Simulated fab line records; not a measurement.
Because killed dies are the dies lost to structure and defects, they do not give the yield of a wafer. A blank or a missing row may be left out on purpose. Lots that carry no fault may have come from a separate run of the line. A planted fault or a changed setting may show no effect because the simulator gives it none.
Comparing a struck lot with a sound one / flow n5-finfet / 36 out of 1938 route steps
Sound: wafers L149.1, L149.2, L149.6. Struck: wafer L145.1 (left out: L145.3, L145.6 of the same lot, which were not struck); the cause appears at the end.
Per side, at each step with rows, come the tool, then ch with its chambers, and then its first start. Under that, the readings that differ: sound wafers / struck wafers / difference of the means / sigmas: that difference in standard deviations of wafers without a fault.
alike: readings whose means differ by less than 2 such deviations, and words and numbers that are the same on both sides. not compared: withheld readings, readings that some wafer has no value for, bounds like >300 that may hide the same value, and numbers for which the record gives no deviation and whose values overlap.
The two part at a step that has a row with sigmas, a row that says differs or no value, or rows on one side only. Non-overlapping numbers with no deviation appear without sigmas and do not part them. Lack of a reading on every wafer of one side parts them only where that side has two or more wafers.

first, 11 steps without rows for these wafers: N5_BEOL_M13_TRENCH_ETCH_34 (etches SiOC in C4F8/O2/Ar, target depth 413.47 nm, time 162.6 s); N5_BEOL_M13_STRIP_70 (strips in C4F8/O2/Ar); N5_BEOL_M13_STRIP_37 (strips in N2/H2); N5_BEOL_M13_ETCH_38 (etches SiCN in CF4/N2, target depth 67.5 nm, time 71.9 s); N5_BEOL_M13_PRECLEAN_39 (cleans in residue remover, time 60 s); N5_BEOL_M13_SRD_40 (time 30 s, dry time 30 s); N5_BEOL_M13_DEGAS_41 (time 60 s); N5_BEOL_M13_PRE_CLEAN_42 (time 30 s); N5_BEOL_M13_SPUTTER_43 (material TaN, target thk 15 nm, time 24.19 s); N5_BEOL_M13_SPUTTER_44 (material Ta, target thk 10 nm, time 16.13 s); N5_BEOL_M13_SPUTTER_45 (material Cu, target thk 80 nm, time 13.33 s).
N5_BEOL_M13_ECD_47: material Cu, target thk 936 nm.
  sound on ecd-cu-01 ch 0,1, day 16 04:59; struck on ecd-cu-02 ch 0, day 15 11:42
reading=model.Cu_of_BEOL_M13_ECD_47.thk-nm (nm); sound=933.2 938 938.6; struck=345; difference=-592; sigmas=
then, 1 step without rows for these wafers: N5_BEOL_M13_ANNEAL_48 (time 90 s).
N5_BEOL_M13_CMP_49: polishes, stops on SiOC, t overpolish 17.1 s, target thk 420 nm.
  sound on cmp-02 ch 1,2, day 16 05:29; struck on cmp-03 ch 2, day 15 12:11
reading=model.Cu_of_BEOL_M13_ECD_47.thk-nm (nm); sound=416.8 419.2 416; struck=345; difference=-72; sigmas=
  alike: edge-zone-pressure-frac, motor-current-A
N5_BEOL_M13_THK_MEAS_50: measures by xrf.
  struck on film-metro-02, day 15 12:27; sound on film-metro-02, day 16 05:46
reading=M13_THK (nm); sound=412 418 412; struck=341; difference=-73; sigmas=-11
then, 2 steps without rows for these wafers: N5_BEOL_M13_PRE_CLEAN_52 (time 15 s); N5_BEOL_M13_DEP_53 (deposits SiCN from 3MS/NH3, target thk 50 nm, time 17.8 s).
N5_BEOL_M13_RS_MEAS_54: a four-point-probe measurement.
  struck on film-metro-02, day 15 12:35; sound on film-metro-02, day 16 05:54
reading=M13_RS (ohm/sq); sound=0.0453 0.0451 0.0454; struck=0.0551; difference=+0.0098; sigmas=+15
then, 17 steps without rows for these wafers: N5_BEOL_M14_ILD_DEP_00 (deposits SiO2 from TEOS/O2, target thk 1119.3 nm, time 237.4 s); N5_BEOL_M14_COAT_58 (time 60 s, resist thk 89 nm); N5_BEOL_M14_COAT_04 (resist thk 800 nm); N5_BEOL_M14_EBR_06; N5_BEOL_M14_SOFTBAKE_05 (time 60 s); N5_BEOL_M14_EXPOSE_07 (exposes mask V13); N5_BEOL_M14_PEB_08 (peb time 90 s); N5_BEOL_M14_DEVELOP_09 (develop time 45 s); N5_BEOL_M14_HARDBAKE_14 (time 120 s); N5_BEOL_M14_DESCUM_15 (chemistry O2, time 7.9 s); N5_BEOL_M14_ETCH_59 (etches BARC in N2/H2, target depth 89 nm, overetch 26.7 nm, time 67.9 s); N5_BEOL_M14_VIA_ETCH_16 (etches SiO2 in C4F8/O2/Ar, target depth 1231.3 nm); N5_BEOL_M14_STRIP_63 (strips in O2); N5_BEOL_M14_STRIP_64 (strips in O2); N5_BEOL_M14_STRIP_71 (strips in post etch residue remover, time 60 s); N5_BEOL_M14_SRD_72 (time 30 s, dry time 30 s); N5_BEOL_M14_COAT_65 (time 60 s, resist thk 450 nm).
N5_BEOL_M15_RC_MEAS_101:
  sound on prober-02 ch 0, day 16 17:13; struck on prober-02 ch 0, day 16 06:47
reading=COMB_M11 (S/m); sound=1.46e-11 1.43e-11 1.22e-11; struck=1.99e-11; difference=+6.20e-12; sigmas=+2
reading=SERP_M13 (ohm/um); sound=0.310 0.311 0.313; struck=0.377; difference=+0.066; sigmas=+13
reading=SERP_M13_max_site (ohm/um); sound=0.313 0.313 0.315; struck=0.380; difference=+0.066; sigmas=+13
  alike: COMB_M10, COMB_M10_max_site, COMB_M12, COMB_M14, COMB_M15, COMB_M5, COMB_M6, COMB_M7, COMB_M8, COMB_M9, SERP_M10, SERP_M11, SERP_M12, SERP_M14, SERP_M5, SERP_M6, SERP_M7, SERP_M8, SERP_M9

## WHERE THEY PART
Earliest at N5_BEOL_M13_THK_MEAS_50; latest, in this record, at N5_BEOL_M15_RC_MEAS_101.

WHY: the cause the simulator had injected
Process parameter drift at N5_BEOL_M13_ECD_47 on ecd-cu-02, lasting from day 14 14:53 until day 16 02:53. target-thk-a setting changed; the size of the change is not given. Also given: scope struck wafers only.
